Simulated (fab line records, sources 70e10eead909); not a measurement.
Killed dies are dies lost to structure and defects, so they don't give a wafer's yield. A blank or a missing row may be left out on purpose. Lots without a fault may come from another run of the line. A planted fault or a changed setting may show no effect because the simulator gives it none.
Which tool did it? | flow nand_harc | 15 lots, 42 wafers sampled, at 6 steps of a route of 1159

WHAT THE GAUGES READ, wafer by wafer
NHARC_P_START_INSPECT_01.
lot  | measured    | on                | raw_defect_count
L990 | day 1 12:02 | defect_inspect-02 | 5 2 3
L991 | day 1 18:02 | defect_inspect-02 | 2 0 4
L992 | day 2 00:02 | defect_inspect-02 | 3 3 4
L993 | day 2 06:02 | defect_inspect-02 | 3 4 3
L994 | day 2 12:02 | defect_inspect-02 | 5 3 3
L995 | day 2 18:02 | defect_inspect-01 | 2 2 5
L997 | day 3 06:02 | defect_inspect-02 | 1 2 4
L998 | day 3 12:02 | defect_inspect-02 | 7 3
L999 | day 3 18:02 | defect_inspect-02 | 3 0
L100 | day 4 00:02 | defect_inspect-02 | 2 5 3
L101 | day 4 06:03 | defect_inspect-02 | 6 0
L105 | day 5 06:02 | defect_inspect-02 | 8 3 5
L109 | day 6 06:02 | defect_inspect-02 | 4 2 4
L110 | day 6 12:02 | defect_inspect-02 | 2 6 4
L113 | day 7 06:02 | defect_inspect-01 | 3 3 1

NHARC_P_ZERO_WELL_CD_MEAS_11: target cd 500 nm.
lot  | measured    | on        | cd_nm (nm)
L990 | day 1 13:14 | cd_sem-01 | 501.5 500.9 502.6
L991 | day 1 19:07 | cd_sem-03 | 500.0 498.4 500.7
L992 | day 2 01:14 | cd_sem-03 | 499.2 499.4 501.4
L993 | day 2 07:14 | cd_sem-03 | 504.0 500.1 502.4
L994 | day 2 13:15 | cd_sem-03 | 494.7 497.7 498.3
L995 | day 2 19:08 | cd_sem-01 | 498.2 500.7 498.2
L997 | day 3 07:16 | cd_sem-01 | 499.5 500.4 496.4
L998 | day 3 13:07 | cd_sem-03 | 498.9 487.1
L999 | day 3 19:08 | cd_sem-02 | 498.9 488.6
L100 | day 4 01:07 | cd_sem-02 | 497.8 495.9 497.4
L101 | day 4 07:08 | cd_sem-02 | 485.3 488.6
L105 | day 5 07:08 | cd_sem-03 | 498.5 498.0 497.7
L109 | day 6 07:14 | cd_sem-01 | 496.3 500.3 498.0
L110 | day 6 13:08 | cd_sem-01 | 500.6 501.9 499.2
L113 | day 7 07:16 | cd_sem-03 | 499.1 496.0 499.0

NHARC_P_ZERO_WELL_INSPECT_43.
lot  | measured    | on                | raw_defect_count
L990 | day 1 19:36 | defect_inspect-02 | 20 26 24
L991 | day 2 01:28 | defect_inspect-01 | 19 14 19
L992 | day 2 07:41 | defect_inspect-02 | 20 12 14
L993 | day 2 13:31 | defect_inspect-01 | 19 17 12
L994 | day 2 19:26 | defect_inspect-02 | 15 18 14
L995 | day 3 01:29 | defect_inspect-01 | 11 12 16
L997 | day 3 13:44 | defect_inspect-02 | 8 15 15
L998 | day 3 19:30 | defect_inspect-02 | 17 15
L999 | day 4 01:41 | defect_inspect-02 | 9 19
L100 | day 4 07:34 | defect_inspect-02 | 26 16 15
L101 | day 4 13:31 | defect_inspect-02 | 15 26
L105 | day 5 13:30 | defect_inspect-02 | 19 15 14
L109 | day 6 13:36 | defect_inspect-01 | 15 4 3
L110 | day 6 19:38 | defect_inspect-02 | 12 29 28
L113 | day 7 13:50 | defect_inspect-01 | 5 12 5

NHARC_P_STI_INSPECT_11.
lot  | measured    | on                | raw_defect_count
L990 | day 2 11:03 | defect_inspect-02 | 15 6 5
L991 | day 2 18:07 | defect_inspect-01 | 4 5 8
L992 | day 3 01:22 | defect_inspect-02 | 6 7 4
L993 | day 3 08:48 | defect_inspect-02 | 9 4 3
L994 | day 3 08:46 | defect_inspect-01 | 6 10 5
L995 | day 3 17:01 | defect_inspect-02 | 4 6 9
L997 | day 4 02:11 | defect_inspect-02 | 7 2 3
L998 | day 4 13:41 | defect_inspect-02 | 5 4
L999 | day 4 13:50 | defect_inspect-02 | 6 8
L100 | day 5 01:39 | defect_inspect-02 | 9 6 1
L101 | day 5 01:38 | defect_inspect-02 | 12 6
L105 | day 6 05:28 | defect_inspect-02 | 6 8 5
L109 | day 7 12:53 | defect_inspect-01 | 2 4 4
L110 | day 7 13:04 | defect_inspect-01 | 2 4 3
L113 | day 8 08:46 | defect_inspect-02 | 5 9 7

NHARC_END_SORT_01.
lot  | measured     | on        | killed_at_array | killed_at_other | killed_at_periphery | killed_dies | killed_open | killed_short
L998 | day 22 09:02 | prober-02 | 25              | 0               | 7                   | 32          | 2           | 6
L999 | day 22 09:43 | prober-01 | 17              | 0               | 2                   | 19          | 2           | 3
L101 | day 24 12:33 | prober-02 | 26 26           | 2 0             | 2 4                 | 30 30       | 2 3         | 1 2

WHICH TOOL RAN EACH LOT (tool, then ch and the chambers of the sampled wafers, then the start)
lot  | NHARC_P_ZERO_WELL_PEB_09
L990 | litho_track-03 ch 0, day 1 13:09
L991 | litho_track-05 ch 0, day 1 19:02
L992 | litho_track-03 ch 0, day 2 01:09
L993 | litho_track-03 ch 0, day 2 07:09
L994 | litho_track-05 ch 0, day 2 13:10
L995 | litho_track-02 ch 0, day 2 19:03
L997 | litho_track-02 ch 0, day 3 07:10
L998 | litho_track-02 ch 0, day 3 13:02
L999 | litho_track-02 ch 0, day 3 19:03
L100 | litho_track-05 ch 0, day 4 01:02
L101 | litho_track-02 ch 0, day 4 07:02
L105 | litho_track-05 ch 0, day 5 07:02
L109 | litho_track-05 ch 0, day 6 07:09
L110 | litho_track-03 ch 0, day 6 13:03
L113 | litho_track-05 ch 0, day 7 07:11
- NHARC_P_ZERO_WELL_PEB_09: peb time 80 s.

WHAT THE TOOLS THEMSELVES READ (means of the sampled wafers that have a number; where no wafer has one, the mark that the record gives instead)
NHARC_P_ZERO_WELL_PEB_09.
lot  | tool           | heater_power_total_W (W)
L990 | litho_track-03 | 189.8
L991 | litho_track-05 | 188.9
L992 | litho_track-03 | 189.8
L993 | litho_track-03 | 190.2
L994 | litho_track-05 | 189.2
L995 | litho_track-02 | 190.2
L997 | litho_track-02 | 189.9
L998 | litho_track-02 | 201.8
L999 | litho_track-02 | 200.3
L100 | litho_track-05 | 190.1
L101 | litho_track-02 | 212.6
L105 | litho_track-05 | 189.5
L109 | litho_track-05 | 190.8
L110 | litho_track-03 | 189.3
L113 | litho_track-05 | 189.7

THE ANSWER, worked out from the rows above alone
Rule: what is usual is taken from the lots themselves. Put in order of their means at a reading, lots are off if they are a third of the lots or fewer, leave a main group of 4 or more, and stand apart from it by a gap of 3 or more times the standard deviation of the main group's means; of several such gaps the widest counts. A main group whose means are all the same, to the digits that the tables above print for the reading, isn't used. A lot without any number at a reading at which 4 lots or more have one is off too. The other lots that the step has rows for count as sound. The gauges are gone through in route order, then the tools' own readings, and for those a lot's mean is taken as printed above. The first step at which some lot is off is used, and at that step the reading that is off furthest; a lot without a number counts as furthest.
Off: L998, L999, L101, at NHARC_P_ZERO_WELL_PEB_09 (heater_power_total_W). The main group: mean 189.8 W, standard deviation 0.49.
A tool fits if, at that step or a process step before it, it ran every lot that is off, and no sound lot after the first of them. One fits: litho_track-02 at NHARC_P_ZERO_WELL_PEB_09. Its last sound lot is L997 (day 3 07:10), its first lot that is off L998 (day 3 13:02): a fault that began between those two fits.
The tool's own readings at NHARC_P_ZERO_WELL_PEB_09 bear it out: on the lots that are off they differ by more than 5 times the standard deviation of the sound lots' means. heater_power_total_W reads 204.9 W there against 189.8 W on the sound lots.

WHAT THE SIMULATOR HAD PUT IN
Process parameter drift: litho_track-02, from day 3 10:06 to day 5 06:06, at NHARC_P_ZERO_WELL_PEB_09. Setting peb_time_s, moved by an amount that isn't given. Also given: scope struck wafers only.
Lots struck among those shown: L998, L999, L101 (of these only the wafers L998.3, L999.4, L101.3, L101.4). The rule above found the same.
